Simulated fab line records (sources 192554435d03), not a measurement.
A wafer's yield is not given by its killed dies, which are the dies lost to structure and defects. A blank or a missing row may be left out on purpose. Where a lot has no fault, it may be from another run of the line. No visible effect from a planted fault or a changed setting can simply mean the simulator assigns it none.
Split-lot experiment    flow n5-finfet    route with 1938 steps; 7 lots, 21 wafers read

## SPLIT DETAILS
At N5_SD_EPI_P_COAT_34 (time 60 s, resist thk 350 nm), the setting spin-rpm was moved away from the recipe's 1500 rpm on 9 of the 21 wafers read, by -9.8% to -2.9%. All remaining wafers had this setting at the recipe value.

The split's own step is where the reading is taken.

## THE READING
SOC_of_SD_EPI_P_COAT_34.thk-nm (the simulator's own value, which no gauge read), in nm, at N5_SD_EPI_P_COAT_34 (time 60 s, resist thk 350 nm). The file gives no usual value for it. Across the 12 wafers here that went through the recipe, the average is 350.0 nm and the standard deviation 0.51 nm.

wafer   tool, chamber at the split  spin-rpm as run, rpm  against the recipe  SOC_of_SD_EPI_P_COAT_34.thk-nm, nm  against lot-mates on the recipe
L074.1  litho-track-01, 0           1353                  -9.8%               369.2                               +18.8
L074.3  litho-track-01, 0           1500                  recipe              350.4                               -
L074.6  litho-track-01, 0           1353                  -9.8%               368.6                               +18.2
L076.2  litho-track-02, 0           1500                  recipe              350.2                               -
L076.3  litho-track-02, 0           1500                  recipe              350.4                               -
L076.4  litho-track-02, 0           1500                  recipe              349.8                               -
L078.4  litho-track-01, 0           1500                  recipe              350.2                               -
L078.5  litho-track-01, 0           1416                  -5.6%               360.2                               +9.9
L078.6  litho-track-01, 0           1500                  recipe              350.4                               -
L082.2  litho-track-01, 0           1386                  -7.6%               365                                 +15.4
L082.4  litho-track-01, 0           1500                  recipe              349.6                               -
L082.6  litho-track-01, 0           1386                  -7.6%               365.4                               +15.8
L084.2  litho-track-02, 0           1500                  recipe              350                                 -
L084.4  litho-track-02, 0           1500                  recipe              349.2                               -
L084.6  litho-track-02, 0           1500                  recipe              349                                 -
L085.3  litho-track-01, 0           1500                  recipe              349.8                               -
L085.4  litho-track-01, 0           1380                  -8.0%               362.8                               +13.0
L085.5  litho-track-01, 0           1380                  -8.0%               363.6                               +13.8
L093.1  litho-track-02, 0           1500                  recipe              350.8                               -
L093.4  litho-track-02, 0           1456                  -2.9%               355.8                               +5.0
L093.6  litho-track-02, 0           1456                  -2.9%               357.2                               +6.4

THE FIT
A straight line over all 21 wafers: SOC_of_SD_EPI_P_COAT_34.thk-nm changes by -1.87 nm for each +1% of spin-rpm; r = -0.99; the points scatter about the line by 0.9 nm.
The same after taking each lot's own level away (the mean of its wafers on the recipe; 21 wafers): -1.86 nm for each +1%; r = -0.99; scatter 0.78 nm.
The reading moves by 18 nm for the largest change in spin-rpm, on that fit.
From 349.40 to 350.80 nm: that is the span of the lots' own levels, equal to 2.8 times the standard deviation above.
The two slopes are in agreement: the lot-to-lot level therefore moves the slope only a little.
Check: with one of the wafers moved furthest among these (-9.8%) left out of the fit, the line predicts +18.1 nm for it against its lot-mates. Against them it came out at +18.8 nm.

## OTHER SPLITS APPLIED TO THESE WAFERS
Before the reading, these wafers also passed through other splits. Each is held against what the fit with the lots' levels taken away leaves over:
other split on the same wafers             wafers away from the commonest value  r with SOC_of_SD_EPI_P_COAT_34.thk-nm (lot level and that fit taken away)
N5_ZERO_LAYER_ETCH_18 bias-w               10                                    -0.33
N5_PMOS_HMC_CHANNEL_EPI_EXPOSE_06 dose-mj  8                                     -0.06
N5_PMOS_HMC_CHANNEL_EPI_PEB_07 peb-time-s  6                                     +0.14
N5_FIN_SAQP_DESCUM_21 time-s               6                                     -0.03
N5_SD_EPI_N_ETCH_16 target-depth-a         8                                     -0.20
N5_SD_EPI_N_EPI_21 temp-c                  6                                     +0.14

## THE FILE'S OWN FIT
SOC_of_SD_EPI_P_COAT_34.thk-nm changes by -1.86 nm for each +1% of spin-rpm, r = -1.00.
